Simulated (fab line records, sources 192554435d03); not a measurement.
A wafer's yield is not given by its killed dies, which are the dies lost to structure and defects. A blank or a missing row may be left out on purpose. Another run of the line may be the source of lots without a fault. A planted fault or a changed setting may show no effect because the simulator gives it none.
Which tool was responsible?	flow n5 finfet	24 lots with 72 wafers sampled at 6 steps, on a route of 1938 steps

## WHAT THE GAUGES READ, wafer by wafer
N5_BEOL_M11_OVL_MEAS_29. Usual: V10_OVL gives 0.3 nm (standard deviation 0.76).
lot	measured	on	V10_OVL (nm)	flag
L075	day 10 17:55	overlay-01	0.1 0.6 0.6	
L074	day 10 19:57	overlay-02	1.5 1.0 1.3	
L077	day 11 01:01	overlay-02	0.8 0.8 1.4	
L078	day 11 05:55	overlay-02	-0.5 0.8 0.5	
L079	day 11 09:19	overlay-02	1.6 0.4 1.8	
L076	day 11 15:05	overlay-01	-0.8 -0.6 -0.5	
L081	day 11 17:27	overlay-01	0.0 0.6 -0.8	
L080	day 11 19:29	overlay-01	0.1 -0.8 -0.4	
L082	day 12 07:14	overlay-02	-1.6 -1.0 -1.8	
L083	day 12 13:23	overlay-01	0.3 0.4 0.3	
L084	day 12 21:50	overlay-02	-0.1 0.1 -0.4	
L085	day 13 08:41	overlay-02	0.7 0.3 -0.1	
L087	day 13 08:31	overlay-02	1.4 2.1 0.9	
L088	day 13 16:25	overlay-01	0.7 -0.1 -0.1	
L086	day 13 20:26	overlay-02	2.3 0.5 1.0	
L089	day 14 03:41	overlay-02	1.3 1.0 0.0	
L090	day 14 12:48	overlay-01	0.1 2.0 1.1	
L091	day 14 12:58	overlay-02	0.7 -0.2 0.2	
L093	day 14 21:32	overlay-02	0.3 1.2 0.6	
L092	day 15 03:44	overlay-01	-0.1 -0.5 0.5	
L095	day 15 10:46	overlay-02	0.5 1.1 0.0	
L094	day 15 12:01	overlay-02	0.2 0.2 -0.4	
L096	day 15 18:33	overlay-01	0.3 0.5 0.7	
L097	day 16 02:28	overlay-02	0.0 0.6 0.6	

N5_BEOL_M11_CD_MEAS_35: the cd target is 70 nm. Usual: 69.7 nm for cd nm, sd 0.66.
lot	measured	on	cd nm (nm)	flag
L075	day 10 18:38	cd sem-01	68.9 69.3 70.1	
L074	day 10 20:40	cd sem-03	70.4 69.7 71.1	
L077	day 11 01:44	cd sem-03	69.3 69.3 68.7	
L078	day 11 06:37	cd sem-03	69.4 68.6 68.3	
L079	day 11 10:02	cd sem-03	69.5 70.5 70.1	
L076	day 11 15:55	cd sem-02	70.0 70.6 69.9	
L081	day 11 18:10	cd sem-03	69.6 69.7 69.4	
L080	day 11 20:13	cd sem-02	68.7 70.3 69.2	
L082	day 12 07:59	cd sem-01	69.0 70.7 69.4	
L083	day 12 14:19	cd sem-03	70.7 70.1 70.2	
L084	day 12 22:34	cd sem-03	68.9 69.5 69.5	
L085	day 13 09:23	cd sem-02	69.9 69.9 70.8	
L087	day 13 09:19	cd sem-03	69.7 69.6 69.2	
L088	day 13 17:07	cd sem-01	69.0 69.6 68.9	
L086	day 13 22:24	cd sem-01	70.6 69.0 69.0	
L089	day 14 04:29	cd sem-03	68.7 69.6 69.5	
L090	day 14 13:34	cd sem-03	69.7 69.4 69.2	
L091	day 14 13:59	cd sem-03	69.7 71.4 69.5	
L093	day 14 22:37	cd sem-03	69.2 69.0 69.2	
L092	day 15 04:26	cd sem-01	69.5 68.2 69.5	
L095	day 15 11:29	cd sem-03	70.1 70.1 70.1	
L094	day 15 12:44	cd sem-01	69.5 70.0 68.5	
L096	day 15 19:16	cd sem-03	68.9 70.0 68.6	
L097	day 16 03:47	cd sem-03	70.7 69.8 69.8	

## WHAT TOOL EACH LOT RAN ON (gives the tool, then ch and the chambers of the sampled wafers, and finally the start)
lot	N5_BEOL_M10_PRE_CLEAN_45	N5_BEOL_M10_SPUTTER_48	N5_BEOL_M11_DESCUM_33	N5_BEOL_M11_ETCH_66
L075	pvd sputter-03, day 10 12:51	pvd sputter-01, day 10 13:35	rie diel-06 ch 0,1,3, day 10 17:59	rie diel-06 ch 0,1,3, day 10 18:04
L074	pvd sputter-01, day 10 13:14	pvd sputter-02, day 10 14:17	rie diel-06 ch 1,3, day 10 20:01	rie diel-06 ch 1,3, day 10 20:05
L077	pvd sputter-03, day 10 19:13	pvd sputter-02, day 10 19:51	rie diel-06 ch 0,1,2, day 11 01:05	rie diel-06 ch 0,1,2, day 11 01:10
L078	pvd sputter-02, day 10 19:49	pvd sputter-03, day 10 22:07	rie diel-06 ch 0,2,3, day 11 05:58	rie diel-06 ch 0,2,3, day 11 06:03
L079	pvd sputter-01, day 11 02:43	pvd sputter-02, day 11 04:55	rie diel-02 ch 0,1,2, day 11 09:23	rie diel-02 ch 0,1,2, day 11 09:28
L076	pvd sputter-03, day 11 09:46	pvd sputter-03, day 11 10:20	rie diel-02 ch 0,1,2, day 11 15:17	rie diel-02 ch 0,1,2, day 11 15:22
L081	pvd sputter-03, day 11 10:43	pvd sputter-03, day 11 12:59	rie diel-06 ch 0,1,2, day 11 17:31	rie diel-06 ch 0,1,2, day 11 17:35
L080	pvd sputter-02, day 11 14:02	pvd sputter-01, day 11 15:05	rie diel-02 ch 0,2, day 11 19:32	rie diel-02 ch 0,2, day 11 19:37
L082	pvd sputter-02, day 11 22:16	pvd sputter-01, day 12 02:30	rie diel-02 ch 0,1,2, day 12 07:20	rie diel-02 ch 0,1,2, day 12 07:25
L083	pvd sputter-02, day 12 05:55	pvd sputter-02, day 12 06:42	rie diel-06 ch 2,3, day 12 13:40	rie diel-06 ch 2,3, day 12 13:45
L084	pvd sputter-02, day 12 16:07	pvd sputter-02, day 12 16:47	rie diel-04 ch 1,2,3, day 12 21:55	rie diel-04 ch 1,2,3, day 12 22:00
L085	pvd sputter-02, day 12 23:44	pvd sputter-02, day 13 00:22	rie diel-02 ch 0,3, day 13 08:44	rie diel-02 ch 0,3, day 13 08:49
L087	pvd sputter-03, day 13 00:56	pvd sputter-01, day 13 01:32	rie diel-06 ch 2,3, day 13 08:34	rie diel-06 ch 2,3, day 13 08:39
L088	pvd sputter-01, day 13 09:43	pvd sputter-03, day 13 10:16	rie diel-04 ch 0,2, day 13 16:29	rie diel-04 ch 0,2, day 13 16:34
L086	pvd sputter-03, day 13 13:34	pvd sputter-03, day 13 14:25	rie diel-02 ch 0,1,2, day 13 21:40	rie diel-02 ch 0,1,2, day 13 21:44
L089	pvd sputter-02, day 13 22:08	pvd sputter-02, day 13 22:43	rie diel-04 ch 0,3, day 14 03:45	rie diel-04 ch 0,3, day 14 03:50
L090	pvd sputter-01, day 14 05:00	pvd sputter-01, day 14 05:42	rie diel-06 ch 0,1,2, day 14 12:55	rie diel-06 ch 0,1,2, day 14 13:00
L091	pvd sputter-01, day 14 05:37	pvd sputter-01, day 14 06:20	rie diel-04 ch 0,2, day 14 13:20	rie diel-04 ch 0,2, day 14 13:25
L093	pvd sputter-01, day 14 13:52	pvd sputter-03, day 14 15:28	rie diel-06 ch 0,1,2, day 14 21:59	rie diel-06 ch 0,1,2, day 14 22:04
L092	pvd sputter-03, day 14 22:40	pvd sputter-03, day 14 23:25	rie diel-04 ch 0,2,3, day 15 03:48	rie diel-04 ch 0,2,3, day 15 03:53
L095	pvd sputter-03, day 15 04:54	pvd sputter-03, day 15 05:50	rie diel-06 ch 1,2,3, day 15 10:50	rie diel-06 ch 1,2,3, day 15 10:55
L094	pvd sputter-03, day 15 05:35	pvd sputter-01, day 15 08:34	rie diel-06 ch 0,3, day 15 12:05	rie diel-06 ch 0,3, day 15 12:10
L096	pvd sputter-02, day 15 12:43	pvd sputter-03, day 15 13:28	rie diel-06 ch 0,2,3, day 15 18:37	rie diel-06 ch 0,2,3, day 15 18:41
L097	pvd sputter-02, day 15 16:53	pvd sputter-02, day 15 18:51	rie diel-04 ch 1,3, day 16 02:54	rie diel-04 ch 1,3, day 16 03:02
- N5_BEOL_M10_PRE_CLEAN_45: time 30 s.
- N5_BEOL_M10_SPUTTER_48: material Cu, target thk 12 nm, time 2 s.
- N5_BEOL_M11_DESCUM_33: chemistry O2, time 7.9 s.
- N5_BEOL_M11_ETCH_66: etches SOC in N2/H2, target depth 120 nm, overetch 24 nm, time 180 s.

## AS READ BY THE TOOLS THEMSELVES (means over the sampled wafers that have a number; for cases with no such wafer, the mark the record gives instead)
N5_BEOL_M10_PRE_CLEAN_45. Usual: 350 W for heater power w, sd 30.
lot	tool	heater power w (W)	flag
L075	pvd sputter-03	348	
L074	pvd sputter-01	303	
L077	pvd sputter-03	342	
L078	pvd sputter-02	375	
L079	pvd sputter-01	335	
L076	pvd sputter-03	345	
L081	pvd sputter-03	347	
L080	pvd sputter-02	375	
L082	pvd sputter-02	365	
L083	pvd sputter-02	359	
L084	pvd sputter-02	366	
L085	pvd sputter-02	348	
L087	pvd sputter-03	349	
L088	pvd sputter-01	348	
L086	pvd sputter-03	355	
L089	pvd sputter-02	372	
L090	pvd sputter-01	366	
L091	pvd sputter-01	347	
L093	pvd sputter-01	351	
L092	pvd sputter-03	350	
L095	pvd sputter-03	362	
L094	pvd sputter-03	345	
L096	pvd sputter-02	360	
L097	pvd sputter-02	362	

N5_BEOL_M10_SPUTTER_48. Usual: 30.2 % for throttle valve pct, sd 1.4.
lot	tool	throttle valve pct (%)	flag
L075	pvd sputter-01	29.2	
L074	pvd sputter-02	30.6	
L077	pvd sputter-02	31.5	
L078	pvd sputter-03	30.2	
L079	pvd sputter-02	28.5	
L076	pvd sputter-03	30.1	
L081	pvd sputter-03	30.8	
L080	pvd sputter-01	29.0	
L082	pvd sputter-01	28.8	
L083	pvd sputter-02	31.4	
L084	pvd sputter-02	28.6	
L085	pvd sputter-02	29.0	
L087	pvd sputter-01	29.3	
L088	pvd sputter-03	31.2	
L086	pvd sputter-03	30.2	
L089	pvd sputter-02	30.0	
L090	pvd sputter-01	29.4	
L091	pvd sputter-01	29.7	
L093	pvd sputter-03	30.2	
L092	pvd sputter-03	30.7	
L095	pvd sputter-03	30.8	
L094	pvd sputter-01	30.1	
L096	pvd sputter-03	30.2	
L097	pvd sputter-02	30.8	

N5_BEOL_M11_DESCUM_33. Usual: drypump motor current A 5.8 A, standard deviation 0.37; oes product au 0.78 a.u., standard deviation 0.057; rf vpp V 243.3 V, standard deviation 1.5; showerhead plenum p Torr 2.11 Torr, standard deviation 0.087; throttle valve pct 20.47 %, standard deviation 0.26.
lot	tool	drypump motor current A (A)	oes product au (a.u.)	rf vpp V (V)	showerhead plenum p Torr (Torr)	throttle valve pct (%)	flag
L075	rie diel-06	5.8	0.76	243.6	2.07	20.40	
L074	rie diel-06	5.8	0.77	243.8	2.12	20.28	
L077	rie diel-06	5.9	0.79	243.2	2.09	20.41	
L078	rie diel-06	5.7	0.74	244.3	2.13	20.52	
L079	rie diel-02	5.7	0.79	244.0	2.16	20.69	
L076	rie diel-02	5.7	0.79	244.7	2.15	20.70	
L081	rie diel-06	5.9	0.78	242.3	2.09	20.42	
L080	rie diel-02	5.6	0.74	243.0	2.13	20.87	
L082	rie diel-02	5.7	0.79	243.9	2.15	20.70	
L083	rie diel-06	5.7	0.75	244.0	2.19	20.42	
L084	rie diel-04	5.6	0.77	242.6	2.06	20.49	
L085	rie diel-02	5.3	0.75	245.0	2.20	20.60	
L087	rie diel-06	5.7	0.74	243.9	2.18	20.42	
L088	rie diel-04	5.4	0.81	242.9	2.02	20.43	
L086	rie diel-02	5.7	0.77	244.0	2.15	20.72	
L089	rie diel-04	5.8	0.85	242.9	2.07	20.35	
L090	rie diel-06	5.9	0.76	242.8	2.08	20.43	
L091	rie diel-04	5.5	0.80	243.0	2.02	20.43	
L093	rie diel-06	5.9	0.76	242.5	2.08	20.44	
L092	rie diel-04	5.7	0.81	242.8	2.06	20.46	
L095	rie diel-06	5.9	0.76	244.0	2.13	20.34	
L094	rie diel-06	5.6	0.71	242.4	2.11	20.55	
L096	rie diel-06	5.7	0.72	242.5	2.12	20.56	
L097	rie diel-04	5.7	0.90	242.7	2.07	20.22	

N5_BEOL_M11_ETCH_66. Usual: drypump motor current A 5.8 A, standard deviation 0.37; h2 flow sccm 200.1 sccm, standard deviation 0.57; oes product au 0.63 a.u., standard deviation 0.045; rf vpp V 524.1 V, standard deviation 2.8; showerhead plenum p Torr 2.55 Torr, standard deviation 0.099; throttle valve pct 17.78 %, standard deviation 0.23.
lot	tool	drypump motor current A (A)	h2 flow sccm (sccm)	oes product au (a.u.)	rf vpp V (V)	showerhead plenum p Torr (Torr)	throttle valve pct (%)	flag
L075	rie diel-06	5.8	200.1	0.63	523.6	2.51	17.75	
L074	rie diel-06	5.8	200.0	0.63	524.4	2.58	17.68	
L077	rie diel-06	5.9	200.0	0.64	522.7	2.52	17.67	
L078	rie diel-06	5.7	200.2	0.61	525.0	2.56	17.72	
L079	rie diel-02	5.7	200.0	0.64	525.4	2.60	17.99	
L076	rie diel-02	5.8	200.3	0.64	524.8	2.60	17.99	
L081	rie diel-06	5.9	200.1	0.64	523.8	2.51	17.67	
L080	rie diel-02	5.6	200.1	0.60	524.5	2.58	18.10	
L082	rie diel-02	5.7	200.1	0.63	523.5	2.60	18.00	
L083	rie diel-06	5.7	199.7	0.61	526.4	2.64	17.69	
L084	rie diel-04	5.7	200.3	0.62	523.2	2.49	17.89	
L085	rie diel-02	5.4	199.9	0.60	528.0	2.64	17.80	
L087	rie diel-06	5.7	200.5	0.61	526.7	2.64	17.71	
L088	rie diel-04	5.4	199.7	0.66	522.0	2.45	17.82	
L086	rie diel-02	5.8	199.6	0.63	525.5	2.59	18.03	
L089	rie diel-04	5.8	199.9	0.68	523.1	2.51	17.63	
L090	rie diel-06	5.9	199.9	0.62	523.3	2.51	17.70	
L091	rie diel-04	5.4	200.4	0.65	521.6	2.45	17.82	
L093	rie diel-06	5.9	200.3	0.61	522.8	2.51	17.71	
L092	rie diel-04	5.6	199.6	0.66	522.8	2.49	17.80	
L095	rie diel-06	6.0	199.7	0.62	525.0	2.58	17.66	
L094	rie diel-06	5.6	199.7	0.57	524.4	2.55	17.86	
L096	rie diel-06	5.8	200.2	0.59	524.8	2.55	17.78	
L097	rie diel-04	5.7	200.1	0.73	523.8	2.50	17.58	

## THE ANSWER, worked out from the rows above alone
Rule: a lot is off if the mean of its wafers that have a number lies more than 3 standard deviations from the usual mean. Also off: a lot with no number at a reading for which 4 or more lots have one. Any other lot the step has rows for is counted as sound. After the gauges, taken in route order, come the tools' own readings; for these a lot's mean is taken, as printed above. The first step at which some lot is off is used, and at that step the reading that is off furthest; a lot without a number counts as furthest.
Nothing can be told from this: no lot is off at any reading shown.

## WHAT THE SIMULATOR HAD PUT IN
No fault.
